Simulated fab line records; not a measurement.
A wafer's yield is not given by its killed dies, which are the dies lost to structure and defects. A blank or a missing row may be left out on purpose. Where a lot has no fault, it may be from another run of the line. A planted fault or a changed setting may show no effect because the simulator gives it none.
A struck lot beside a sound one	flow nandHarc	40 steps out of a route of 1159
Sound: these wafers, L232.2, L232.3, L232.4. Struck: wafers L244.3, L244.4, L244.5. The cause is given at the end.
At each step with rows: each side's tool, then ch and its chambers, then its first start. Under that, the readings that differ: sound wafers	struck wafers	difference of the means	sigmas: that difference in standard deviations of wafers without a fault.
alike: readings whose means differ by less than 2 such deviations, and words and numbers that are the same on both sides. not compared: withheld readings, readings that some wafer has no value for, bounds like >300 that may hide the same value, and numbers for which the record gives no deviation and whose values overlap.
Wherever a step has rows on one side only, a row that says differs or no value, or a row with sigmas, the two part there. When numbers do not overlap yet have no deviation, they are printed without sigmas and do not part them. A reading that every wafer of one side lacks parts them only if that side has two wafers or more.

NHARC_A_STAIRCASE_DEP_259: deposits SiON, target thk 30 nm.
  sound on pecvd-03 ch 0,2, day 13 03:08; struck on pecvd-03 ch 0,1,2, day 16 10:32
  alike: heaterPowerW, showerheadVppV
then, 9 steps without rows for these wafers: NHARC_A_STAIRCASE_DEHYDRATE_281 (time 120 s); NHARC_A_STAIRCASE_HMDS_282 (time 30 s); NHARC_A_STAIRCASE_COAT_283; NHARC_A_STAIRCASE_SOFTBAKE_284 (time 170 s); NHARC_A_STAIRCASE_EBR_285; NHARC_A_STAIRCASE_EXPOSE_286 (exposes mask CHOP 100); NHARC_A_STAIRCASE_PEB_287 (peb time 130 s); NHARC_A_STAIRCASE_DEVELOP_288 (time 140 s); NHARC_A_STAIRCASE_HARDBAKE_290 (time 140 s).
NHARC_A_STAIRCASE_DESCUM_291: chemistry O2, time 3 s.
  sound on rieDiel-12 ch 0,1,3, day 13 04:07; struck on rieDiel-12 ch 1,2,3, day 16 11:33
  alike: drypumpMotorCurrentA, oesProductAu, rfVppV, showerheadPlenumPTorr, throttleValvePct
  not compared: rfHoursCounterH
NHARC_A_STAIRCASE_ETCH_292: etches the open film in CF4/CHF3.
  sound on rieDiel-12 ch 0,1,2, day 13 04:12; struck on rieDiel-12 ch 0,1,3, day 16 11:39
  alike: drypumpMotorCurrentA, oesProductAu, rfVppV, showerheadPlenumPTorr, throttleValvePct
  not compared: rfHoursCounterH
then, 2 steps without rows for these wafers: NHARC_A_STAIRCASE_HM_OPEN_460 (chemistry O2/COS); NHARC_A_STAIRCASE_STRIP_461 (strips in O2/COS).
NHARC_A_STAIRCASE_ETCH_452: etches the open film in CF4/O2, target depth 30 nm, overetch 3 nm, time 16.5 s.
  sound on rieDiel-12 ch 0,2,3; struck on rieDiel-12 ch 0,1,2
  alike: drypumpMotorCurrentA, oesProductAu, rfVppV, showerheadPlenumPTorr, throttleValvePct
  not compared: rfHoursCounterH
then, 5 steps without rows for these wafers: NHARC_A_STAIRCASE_ETCH_294 (etches the open film in C4F8/O2/Ar, target depth 4992 nm, time 1212.4 s); NHARC_A_STAIRCASE_STRIP_295 (strips in O2); NHARC_A_STAIRCASE_STRIP_296 (strips in SPM, time 900 s); NHARC_A_STAIRCASE_PRECLEAN_297 (cleans in SC1); NHARC_A_STAIRCASE_SRD_298.
NHARC_A_STAIRCASE_HM_DEP_462: deposits aC, target thk 800 nm.
  sound on aclDep-03 ch 0, day 13 11:01; struck on aclDep-02 ch 0, day 16 15:10
  alike: throttleValvePct
then, 14 steps without rows for these wafers: NHARC_A_STAIRCASE_DEP_301 (deposits SiON, target thk 30 nm); NHARC_A_STAIRCASE_DEHYDRATE_302 (time 120 s); NHARC_A_STAIRCASE_HMDS_303 (time 30 s); NHARC_A_STAIRCASE_COAT_304; NHARC_A_STAIRCASE_SOFTBAKE_305 (time 170 s); NHARC_A_STAIRCASE_EBR_306; NHARC_A_STAIRCASE_EXPOSE_307 (exposes mask CHOP 50); NHARC_A_STAIRCASE_PEB_308 (peb time 130 s); NHARC_A_STAIRCASE_DEVELOP_309 (time 140 s); NHARC_A_STAIRCASE_HARDBAKE_311 (time 140 s); NHARC_A_STAIRCASE_DESCUM_312 (chemistry O2, time 3 s); NHARC_A_STAIRCASE_ETCH_313 (etches the open film in CF4/CHF3); NHARC_A_STAIRCASE_HM_OPEN_463 (chemistry O2/COS); NHARC_A_STAIRCASE_STRIP_464 (strips in O2/COS).
NHARC_A_STAIRCASE_ETCH_453: etches the open film in CF4/O2, target depth 30 nm, overetch 3 nm, time 16.5 s.
  sound on rieDiel-04 ch 0,2; struck on rieDiel-11 ch 0,1,2
  alike: drypumpMotorCurrentA, oesProductAu, rfVppV, showerheadPlenumPTorr, throttleValvePct
  not compared: rfHoursCounterH
then, 3 steps without rows for these wafers: NHARC_A_STAIRCASE_ETCH_315 (etches the open film in C4F8/O2/Ar, target depth 2500 nm, time 607.1 s); NHARC_A_STAIRCASE_STRIP_316 (strips in O2); NHARC_A_STAIRCASE_STRIP_317 (strips in SPM, time 900 s).
-- the record jumps here: 8 days lie between the struck wafers' starts before and after (it left off in module A_STAIRCASE and takes up again in module END, whose first step shown is number 1159 of the route) --
NHARC_END_SORT_01:
  here the record holds rows for the struck wafers (prober-02 ch 0, day 24 20:10) but none for the sound ones

== WHERE THEY PART ==
NHARC_END_SORT_01 only, going by this record.

WHY: what had been put in by the simulator
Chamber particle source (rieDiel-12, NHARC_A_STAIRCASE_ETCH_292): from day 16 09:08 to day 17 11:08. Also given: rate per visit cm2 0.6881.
